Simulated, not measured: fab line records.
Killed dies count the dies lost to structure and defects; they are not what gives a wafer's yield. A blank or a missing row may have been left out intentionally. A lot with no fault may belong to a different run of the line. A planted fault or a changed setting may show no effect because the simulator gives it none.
fab line records | flow n5_finfet | part 1 of 2: steps 1 to 15 of 16
[record] lots = 7 wafers = 21 last_day = 17
route steps=1938 shown SDB@353 BEOL_M4@1111 PASSIVATION@1936
lots untouched by any fault: they come from a run of this same line in which no faults occurred
start_h: hours from the record's opening day to when the first of the lot's shown wafers began | wait_h: hours from the lot's prior step to this one | " unchanged from the row above | L1.1+2: a row that stands for several wafers | - either no value or no given start | * or withheld: withheld | < > ~ a bound
route shown NAME@n: a module of which the file shows steps, and the number in the route of the first | usual: mean/standard deviation taken from wafers without a fault | same: alike in all rows | chamber/n: place in a boat | sites: per-site readings | _std_site: standard deviation across them | _edge_site: the outer-site mean with the inner-site mean subtracted | radius_mm: for every site, how far away it sits from the centre of the wafer | mask NAME#n: copy n | behind: the last tool/chamber to shape the wafer | hold: the reason the lot was held/the length of the hold in hours/how it ended | device: the transistor (n, p or np) that didn't switch | end of line: tests of these same wafers at the route's end | a step without rows: its recipe alone | killed: dies that structure and defects cost at the first sort, which is not the same as the wafer's yield | map: shows each die of a wafer: x if killed, . if not, _ if none is there
set.NAME: the setting as run; set.NAME@STEP: as run at that earlier step | model.NAME: the simulator's own value behind a step, which no gauge read
lots at selected steps of the route; one table per step, one row per wafer
services: from which hour (start_h, from the record's first day; less than 0 if before it) a tool's chamber was out of use, for how many hours, and why
[[steps]]
[step N5_SDB_EXPOSE_08]
[recipe] mask_id = SDB na = 1.35 source_shape = conventional sigma_outer = 0.5 polarization = unpolarized dose_mj = 49.6
[step N5_SDB_PEB_09]
[recipe] peb_temp_c = withheld peb_time_s = 60 resist = CAR-ArF
[step N5_SDB_DEVELOP_10]
[recipe] develop_time_s = 30 developer = TMAH resist = CAR-ArF rinse_liquid = diw dry = air_spin dev_temp_c = 23
[step N5_SDB_CD_MEAS_11]
[recipe] target_cd_nm = 50 landing_energy_ev = 500 detector = se_inlens polarity = opening
[usual] cd_nm = 50.5/1
// columns lot.wafer tool chamber start_h wait_h cd_nm
L515.2 cd_sem-03 0 66.16 - 51.1
L515.3 " 0 " " 51.3
L515.5 " 0 " " 50.1
L524.1 cd_sem-02 0 121.34 - 51.1
L524.3 " 0 " " 50.5
L524.5 " 0 " " 51.5
L526.1 cd_sem-03 0 133.16 - 49.7
L526.4 " 0 " " 49.6
L526.5 " 0 " " 51.2
L527.1 cd_sem-02 0 137.72 - 51.8
L527.2 " 0 " " 50.6
L527.5 " 0 " " 51.2
L530.2 cd_sem-01 0 157.18 - 50.1
L530.5 " 0 " " 49.7
L530.6 " 0 " " 50.4
L535.1 cd_sem-02 0 190.55 - 50.1
L535.4 " 0 " " 49.3
L535.5 " 0 " " 46.9
L538.1 cd_sem-01 0 201.77 - 48.3
L538.3 " 0 " " 49.7
L538.6 " 0 " " 51.7
[step N5_SDB_OVL_MEAS_12]
[recipe] points_per_wafer = 44
[usual] SDB_OVL = 0.0/0.74
// columns lot.wafer tool chamber start_h wait_h SDB_OVL[nm]
L515.2 overlay-01 0 66.18 0.0 1.5
L515.3 " 0 " " 1.1
L515.5 " 0 " " 0.0
L524.1 overlay-01 0 121.37 0.0 0.9
L524.3 " 0 " " 1.0
L524.5 " 0 " " 0.5
L526.1 overlay-02 0 133.19 0.0 0.4
L526.4 " 0 " " 0.5
L526.5 " 0 " " -0.7
L527.1 overlay-02 0 137.75 0.0 -0.6
L527.2 " 0 " " -0.6
L527.5 " 0 " " -0.9
L530.2 overlay-01 0 157.21 0.0 -0.4
L530.5 " 0 " " 0.9
L530.6 " 0 " " 0.5
L535.1 overlay-01 0 190.58 0.0 0.4
L535.4 " 0 " " 0.3
L535.5 " 0 " " 0.0
L538.1 overlay-02 0 201.80 0.0 -0.6
L538.3 " 0 " " 0.0
L538.6 " 0 " " 0.1
[step N5_SDB_INSPECT_13]
[recipe] mode = adi inspect_instrument = brightfield
[usual] raw_defect_count = 65/28
// columns lot.wafer tool chamber start_h wait_h raw_defect_count
L515.2 defect_inspect-01 - 66.21 0.0 49
L515.3 " - " " 32
L515.5 " - " " 43
L524.1 defect_inspect-01 - 121.39 0.0 38
L524.3 " - " " 43
L524.5 " - " " 61
L526.1 defect_inspect-01 - 133.21 0.0 37
L526.4 " - " " 39
L526.5 " - " " 61
L527.1 defect_inspect-01 - 137.77 0.0 76
L527.2 " - " " 48
L527.5 " - " " 35
L530.2 defect_inspect-02 - 157.23 0.0 66
L530.5 " - " " 51
L530.6 " - " " 97
L535.1 defect_inspect-02 - 190.60 0.0 87
L535.4 " - " " 114
L535.5 " - " " 98
L538.1 defect_inspect-01 - 201.82 0.0 55
L538.3 " - " " 29
L538.6 " - " " 42
[step N5_SDB_DESCUM_16]
[recipe] chemistry = O2 time_s = 7.9 source_power_w = 50 bias_power_w = 20 pressure_mtorr = 20 rf_frequency_hz = 2.712e+07 temp_c = 40 resist = CAR-ArF o2_flow_sccm = 225
[usual] drypump_motor_current_A = 5.6/0.47 oes_product_au = 0.81/0.092 rf_vpp_V = 243.2/1.4 showerhead_plenum_p_Torr = 2.10/0.078 throttle_valve_pct = 20.5/0.31
// columns lot.wafer tool chamber start_h wait_h drypump_motor_current_A oes_product_au rf_hours_counter_h rf_vpp_V showerhead_plenum_p_Torr throttle_valve_pct
L515.2 rie_diel-01 1 66.24 0.0 5.0 0.75 133 243.8 2.04 21.0
L515.3 " 0 " " 4.7 0.76 157 243.4 2.07 20.1
L515.5 " 0 " " 4.7 0.76 - 243.3 2.07 20.1
L524.1 rie_diel-06 2 121.45 0.1 5.5 0.73 189 244.3 2.17 20.9
L524.3 " 3 " " 5.6 0.85 69 242.7 2.02 20.4
L524.5 " 0 " " 5.7 0.89 - 244.5 2.23 20.2
L526.1 rie_diel-06 2 133.25 0.0 5.5 0.72 195 244.0 2.16 20.8
L526.4 " 3 " " 5.6 0.83 74 242.0 2.02 20.5
L526.5 " 3 " " 5.6 0.83 - 242.7 2.02 20.4
L527.1 rie_diel-06 2 137.81 0.0 5.5 0.73 196 243.2 2.16 20.9
L527.2 " 3 " " 5.6 0.82 76 242.1 2.02 20.5
L527.5 " 0 " " 5.7 0.88 - 245.3 2.23 20.2
L530.2 rie_diel-01 0 157.27 0.0 4.7 0.73 195 243.3 2.06 20.2
L530.5 " 1 " " 5.0 0.72 - 241.8 2.03 21.1
L530.6 " 0 " " 4.7 0.73 - 243.6 2.06 20.2
L535.1 rie_diel-06 0 190.64 0.0 5.7 0.85 64 244.5 2.22 20.2
L535.4 " 3 " " 5.6 0.80 96 242.6 2.01 20.5
L535.5 " 0 " " 5.7 0.84 - 246.8 2.22 20.3
L538.1 rie_diel-01 1 202.27 0.4 5.0 0.71 185 242.0 2.02 21.1
L538.3 " 3 " " 5.4 0.88 41 241.6 2.03 20.2
L538.6 " 0 " " 4.7 0.72 - 242.1 2.05 20.2
[step N5_SDB_ETCH_17]
[recipe] chemistry = CF4 target = SiARC target_depth_a = 234 mask_material = CAR-ArF time_s = 39 ion_energy_ev = 80 pressure_mtorr = 40 source_w = 545 bias_w = 36 Ar_flow_sccm = 100 cf4_flow_sccm = 100 ends = cleared
[usual] drypump_motor_current_A = 5.6/0.48 etch_rf_on_time_s = 38.2/1.2 oes_product_au = 0.69/0.08 rf_vpp_V = 184.1/1.1 showerhead_plenum_p_Torr = 2.14/0.075 throttle_valve_pct = 15.62/0.24
// columns lot.wafer tool chamber start_h wait_h drypump_motor_current_A etch_rf_on_time_s oes_product_au rf_hours_counter_h rf_vpp_V showerhead_plenum_p_Torr throttle_valve_pct
L515.2 rie_diel-01 1 66.28 0.0 5.0 39.4 0.65 133 184.5 2.06 15.90
L515.3 " 0 " " 4.7 39.4 0.64 157 184.7 2.13 15.48
L515.5 " 0 " " 4.7 39.6 0.64 - 183.5 2.13 15.47
L524.1 rie_diel-06 2 121.48 0.0 5.5 37.6 0.62 189 183.9 2.20 15.95
L524.3 " 3 " " 5.6 36.8 0.73 69 182.4 2.08 15.59
L524.5 " 0 " " 5.7 36.8 0.77 - 185.6 2.27 15.35
L526.1 rie_diel-06 2 133.28 0.0 5.5 38.1 0.62 195 184.6 2.20 15.98
L526.4 " 3 " " 5.6 37.0 0.72 74 183.2 2.07 15.60
L526.5 " 3 " " 5.6 36.8 0.72 - 183.4 2.07 15.59
L527.1 rie_diel-06 2 137.84 0.0 5.6 38.3 0.62 196 184.7 2.20 15.98
L527.2 " 3 " " 5.6 37.0 0.71 76 183.6 2.07 15.60
L527.5 " 0 " " 5.7 36.9 0.75 - 186.1 2.27 15.36
L530.2 rie_diel-01 0 157.30 0.0 4.7 39.3 0.62 195 185.2 2.12 15.55
L530.5 " 1 " " 5.0 39.0 0.63 - 182.5 2.05 15.97
L530.6 " 0 " " 4.7 39.8 0.63 - 184.3 2.12 15.54
L535.1 rie_diel-06 0 190.67 0.0 5.8 37.0 0.73 64 184.5 2.26 15.39
L535.4 " 3 " " 5.6 36.6 0.70 96 185.3 2.07 15.64
L535.5 " 0 " " 5.7 36.8 0.74 - 184.9 2.26 15.40
L538.1 rie_diel-01 1 202.31 0.0 5.0 39.6 0.62 185 181.1 2.04 16.02
L538.3 " 3 " " 5.4 39.0 0.76 41 183.5 2.10 15.38
L538.6 " 0 " " 4.7 39.7 0.61 - 183.4 2.11 15.57
[step N5_SDB_ETCH_18]
[recipe] chemistry = N2/H2 target = SOC target_depth_a = 1000 overetch_a = 200 mask_material = SiARC temp_c = 40 time_s = 150 ion_energy_ev = 200 pressure_mtorr = 30 source_w = 840 bias_w = 150 n2_flow_sccm = 200 h2_flow_sccm = 200
[usual] drypump_motor_current_A = 5.6/0.48 oes_product_au = 0.72/0.077 rf_vpp_V = 524.2/2.7 showerhead_plenum_p_Torr = 2.55/0.091 throttle_valve_pct = 17.9/0.32
// columns lot.wafer tool chamber start_h wait_h drypump_motor_current_A oes_product_au rf_hours_counter_h rf_vpp_V showerhead_plenum_p_Torr throttle_valve_pct
L515.2 rie_diel-01 1 66.31 0.0 5.0 0.68 133 519.7 2.46 18.3
L515.3 " 0 " " 4.7 0.68 157 522.8 2.55 17.7
L515.5 " 0 " " 4.7 0.68 - 521.9 2.55 17.7
L524.1 rie_diel-06 2 121.52 0.0 5.6 0.64 189 526.0 2.64 18.4
L524.3 " 3 " " 5.6 0.74 69 524.5 2.48 17.9
L524.5 " 0 " " 5.7 0.79 - 528.0 2.70 17.6
L526.1 rie_diel-06 2 133.32 0.0 5.6 0.64 195 526.8 2.63 18.4
L526.4 " 3 " " 5.6 0.73 74 522.0 2.47 17.9
L526.5 " 3 " " 5.6 0.73 - 521.4 2.47 17.9
L527.1 rie_diel-06 2 137.88 0.0 5.6 0.64 196 524.6 2.63 18.3
L527.2 " 3 " " 5.6 0.73 76 521.2 2.47 17.9
L527.5 " 0 " " 5.7 0.77 - 528.7 2.70 17.6
L530.2 rie_diel-01 0 157.34 0.0 4.7 0.66 195 523.5 2.54 17.8
L530.5 " 1 " " 5.0 0.66 - 521.2 2.45 18.4
L530.6 " 0 " " 4.7 0.65 - 522.4 2.54 17.8
L535.1 rie_diel-06 0 190.71 0.0 5.7 0.74 64 528.0 2.69 17.6
L535.4 " 3 " " 5.6 0.71 96 522.6 2.46 17.9
L535.5 " 0 " " 5.7 0.75 - 526.4 2.69 17.6
L538.1 rie_diel-01 1 202.34 0.0 5.0 0.65 185 520.5 2.44 18.4
L538.3 " 3 " " 5.4 0.78 41 524.1 2.46 17.6
L538.6 " 0 " " 4.7 0.65 - 522.2 2.53 17.8
[step N5_SDB_STRIP_19]
[recipe] chemistry = N2/H2 temp_c = 40 n2_flow_sccm = 200 h2_flow_sccm = 200 rf_frequency_hz = 6e+07
[step N5_SDB_STRIP_21]
[recipe] chemistry = CF4 resist = SiARC power_w = 300 bias_power_w = 75 pressure_mtorr = 50 cf4_flow_sccm = 150 rf_frequency_hz = 6e+07
[usual] drypump_motor_current_A = 5.6/0.47 oes_product_au = 0.79/0.085 rf_vpp_V = 271.2/1.5 showerhead_plenum_p_Torr = 1.79/0.06 throttle_valve_pct = 13.58/0.25
// columns lot.wafer tool chamber start_h wait_h drypump_motor_current_A oes_product_au rf_hours_counter_h rf_vpp_V showerhead_plenum_p_Torr throttle_valve_pct
L515.2 rie_diel-01 1 66.45 0.0 5.0 0.76 133 268.0 1.72 13.81
L515.3 " 0 " " 4.7 0.76 157 272.8 1.79 13.50
L515.5 " 0 " " 4.7 0.75 - 272.6 1.79 13.50
L524.1 rie_diel-06 2 121.66 0.0 5.5 0.71 189 272.1 1.84 13.91
L524.3 " 3 " " 5.6 0.81 69 270.4 1.73 13.51
L524.5 " 0 " " 5.7 0.86 - 271.5 1.89 13.27
L526.1 rie_diel-06 2 133.46 0.0 5.6 0.72 195 271.6 1.84 13.90
L526.4 " 3 " " 5.6 0.80 74 270.4 1.73 13.53
L526.5 " 3 " " 5.6 0.80 - 270.3 1.73 13.54
L527.1 rie_diel-06 2 138.02 0.0 5.6 0.71 196 272.1 1.84 13.93
L527.2 " 3 " " 5.6 0.80 76 268.7 1.73 13.54
L527.5 " 0 " " 5.7 0.85 - 274.2 1.89 13.28
L530.2 rie_diel-01 0 157.47 0.0 4.7 0.72 195 270.8 1.78 13.60
L530.5 " 1 " " 5.0 0.73 - 269.9 1.71 13.90
L530.6 " 0 " " 4.7 0.72 - 271.4 1.78 13.60
L535.1 rie_diel-06 0 190.85 0.0 5.7 0.82 64 272.4 1.88 13.33
L535.4 " 3 " " 5.6 0.78 96 270.5 1.73 13.58
L535.5 " 0 " " 5.7 0.82 - 273.8 1.88 13.33
L538.1 rie_diel-01 1 202.48 0.0 5.0 0.72 185 269.8 1.71 13.94
L538.3 " 3 " " 5.4 0.88 41 269.4 1.76 13.34
L538.6 " 0 " " 4.7 0.72 - 270.5 1.78 13.63
[step N5_SDB_HM_OPEN_20]
[recipe] chemistry = CH3F/O2 target = SiNx mask_material = SOC target_depth_a = 240 stop_on = poly-Si over_etch_frac = 0.4 ion_energy_ev = 120 pressure_mtorr = 30 source_w = 395 bias_w = 73 Ar_flow_sccm = 150 CH3F_flow_sccm = 30 O2_flow_sccm = 20
[usual] O2_flow_sccm = 20.00/0.061 drypump_motor_current_A = 5.6/0.47 oes_product_au = 0.66/0.071 rf_vpp_V = 294/5 showerhead_plenum_p_Torr = 2.01/0.075 throttle_valve_pct = 16.38/0.26
// columns lot.wafer tool chamber start_h wait_h O2_flow_sccm drypump_motor_current_A oes_product_au rf_hours_counter_h rf_vpp_V showerhead_plenum_p_Torr throttle_valve_pct
L515.2 rie_diel-01 1 66.47 0.0 19.91 5.0 0.63 133 300 1.93 16.72
L515.3 " 0 " " 20.03 4.7 0.62 157 293 1.98 16.12
L515.5 " 0 " " 19.96 4.7 0.62 - 295 1.98 16.11
L524.1 rie_diel-06 2 121.68 0.0 19.99 5.6 0.59 189 286 2.07 16.76
L524.3 " 3 " " 19.96 5.6 0.68 69 293 1.94 16.39
L524.5 " 0 " " 19.93 5.7 0.74 - 295 2.14 16.13
L526.1 rie_diel-06 2 133.48 0.0 20.03 5.5 0.58 195 286 2.07 16.75
L526.4 " 3 " " 20.00 5.6 0.66 74 292 1.94 16.40
L526.5 " 3 " " 19.94 5.6 0.67 - 290 1.94 16.41
L527.1 rie_diel-06 2 138.04 0.0 19.93 5.6 0.58 196 287 2.07 16.76
L527.2 " 3 " " 20.01 5.6 0.67 76 292 1.94 16.39
L527.5 " 0 " " 20.01 5.7 0.73 - 296 2.13 16.15
L530.2 rie_diel-01 0 157.49 0.0 19.99 4.7 0.59 195 292 1.97 16.18
L530.5 " 1 " " 20.05 5.0 0.60 - 298 1.92 16.80
L530.6 " 0 " " 19.97 4.7 0.60 - 294 1.97 16.19
L535.1 rie_diel-06 0 190.87 0.0 19.86 5.7 0.69 64 295 2.13 16.19
L535.4 " 3 " " 19.99 5.6 0.65 96 291 1.94 16.44
L535.5 " 0 " " 19.91 5.7 0.70 - 294 2.13 16.18
L538.1 rie_diel-01 1 202.50 0.0 20.00 5.0 0.59 185 299 1.92 16.82
L538.3 " 3 " " 20.06 5.4 0.73 41 305 1.95 16.13
L538.6 " 0 " " 19.97 4.7 0.58 - 293 1.96 16.23
[step N5_SDB_STRIP_22]
[recipe] chemistry = N2/H2 power_w = 1000 temp_c = 250 h2_frac = 0.65 overash_fraction = 0.3 pressure_mtorr = withheld n2_flow_sccm = 1750 h2_flow_sccm = 3250
[usual] drypump_motor_current_A = 5.8/0.44 heater_power_w = 354/27 oes_product_au = 0.714/0.0046 strip_time_to_endpoint_s = 96.2/0.41
// columns lot.wafer tool chamber start_h wait_h drypump_motor_current_A heater_power_w oes_product_au rf_hours_counter_h strip_time_to_endpoint_s
L515.2 plasma_asher-02 0 66.61 0.1 5.9 390 0.711 83 96.4
L515.3 " 0 " " 5.9 381 0.716 - 96.3
L515.5 " 0 " " 5.9 397 0.715 - 96.8
L524.1 plasma_asher-02 0 121.76 0.1 5.8 380 0.691 97 102.4
L524.3 " 1 " " 5.9 322 0.710 - 95.7
L524.5 " 1 " " 5.9 317 0.718 - 96.3
L526.1 plasma_asher-02 0 133.56 0.1 5.8 378 0.690 99 101.6
L526.4 " 1 " " 5.9 318 0.721 - 95.7
L526.5 " 1 " " 5.9 315 0.715 - 95.5
L527.1 plasma_asher-02 1 138.12 0.1 5.9 322 0.715 99 96.0
L527.2 " 0 " " 5.8 379 0.687 99 101.5
L527.5 " 1 " " 5.9 321 0.706 - 95.8
L530.2 plasma_asher-01 1 157.57 0.1 6.4 364 0.716 52 96.4
L530.5 " 0 " " 5.0 367 0.721 - 96.2
L530.6 " 1 " " 6.4 359 0.714 - 96.4
L535.1 plasma_asher-01 1 190.95 0.1 6.4 356 0.719 58 95.2
L535.4 " 1 " " 6.4 355 0.712 - 95.3
L535.5 " 1 " " 6.4 363 0.709 - 95.3
L538.1 plasma_asher-01 0 202.83 0.3 5.0 362 0.709 61 96.8
L538.3 " 0 " " 5.1 365 0.708 - 96.2
L538.6 " 1 " " 6.4 352 0.711 - 95.8
[step N5_SDB_PRECLEAN_23]
[recipe] chemistry = dHF time_s = 30 temp_c = 25 dilution = withheld
[step N5_BEOL_M4_RC_MEAS_101]
[usual] DIBL_N = 36.8/1.5 DIBL_P = 37.1/2.1 IOFF_N = 0.168/0.03 IOFF_P = 0.22/0.034 ION_N = 679/12 ION_P = 466/8 SS_N = 71.7/0.58 SS_P = 73.5/0.67 VT_N = 248.8/2.7 VT_P = -250/3.3
// columns lot.wafer tool chamber start_h wait_h DIBL_N[mV/V] DIBL_P[mV/V] IOFF_N[nA/um] IOFF_P[nA/um] ION_N[uA/um] ION_P[uA/um] SS_N[mV/dec] SS_P[mV/dec] VT_N[mV] VT_P[mV]
L515.2 prober-02 0 156.34 0.2 39.0 41.5 0.232 0.27 691 472 72.5 74.0 243.9 -248
L515.3 " 0 " " 35.3 36.0 0.143 0.18 669 458 71.6 72.6 251.6 -250
L515.5 " 0 " " 37.3 38.1 0.174 0.21 676 461 71.7 73.1 246.4 -250
L524.1 prober-01 0 209.20 0.0 36.1 35.1 0.153 0.15 668 446 71.9 73.0 251.3 -255
L524.3 " 0 " " 36.7 36.8 0.161 0.19 680 456 71.6 73.4 250.4 -256
L524.5 " 0 " " 35.4 36.2 0.139 0.17 661 450 71.1 72.7 250.4 -256
L526.1 prober-01 0 237.24 0.0 36.7 34.8 0.153 0.19 673 458 71.5 73.8 249.5 -255
L526.4 " 0 " " 34.9 34.6 0.138 0.19 665 457 70.9 73.4 250.2 -254
L526.5 " 0 " " 35.7 34.3 0.158 0.18 678 457 71.0 73.2 247.7 -254
L527.1 prober-02 0 240.32 0.0 40.2 41.8 0.242 0.28 691 470 72.5 74.8 245.4 -246
L527.2 " 0 " " 34.4 35.9 0.125 0.19 652 459 71.3 73.3 252.5 -249
L527.5 " 0 " " 37.3 39.9 0.182 0.24 673 461 72.7 74.3 248.5 -248
L530.2 prober-02 0 248.67 0.2 37.2 38.2 0.199 0.22 688 458 72.1 73.5 244.9 -253
L530.5 " 0 " " 35.6 37.3 0.161 0.20 670 466 72.2 72.8 248.6 -251
L530.6 " 0 " " 38.1 39.1 0.201 0.22 689 468 73.6 73.5 247.7 -250
L535.1 prober-02 0 294.46 0.0 38.6 37.1 0.166 0.19 668 448 72.1 74.1 251.5 -256
L535.4 " 0 " " 36.1 33.6 0.122 0.14 654 441 71.7 72.8 254.6 -260
L535.5 " 0 " " 38.1 36.7 0.153 0.17 668 449 72.3 73.7 252.0 -260
L538.1 prober-01 0 314.51 0.0 36.6 37.8 0.161 0.24 677 472 71.6 73.3 247.9 -245
L538.3 " 0 " " 37.6 37.9 0.165 0.24 670 466 71.9 74.0 251.3 -247
L538.6 " 0 " " 36.5 36.5 0.147 0.22 673 466 71.4 73.2 250.9 -251
[[key]]
[first_sign] step = N5_SDB_STRIP_22 reading = strip_time_to_endpoint_s direction = up sigmas = 14 usual = * struck = *
[effect] step = N5_SDB_STRIP_22 reading = oes_product_au direction = down sigmas = 5.4 usual = 0.714 struck = 0.689
met_at N5_SDB_STRIP_22
struck_wafers L524.1,L526.1,L527.2
onset_between 66.61 121.76
[fault] kind = process_parameter_drift tool = plasma_asher-02 chamber = 0 onset_h = 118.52 steps = N5_SDB_STRIP_22 channel = power_w offset = * shape = step end_h = 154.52 acts_in = * stated = *
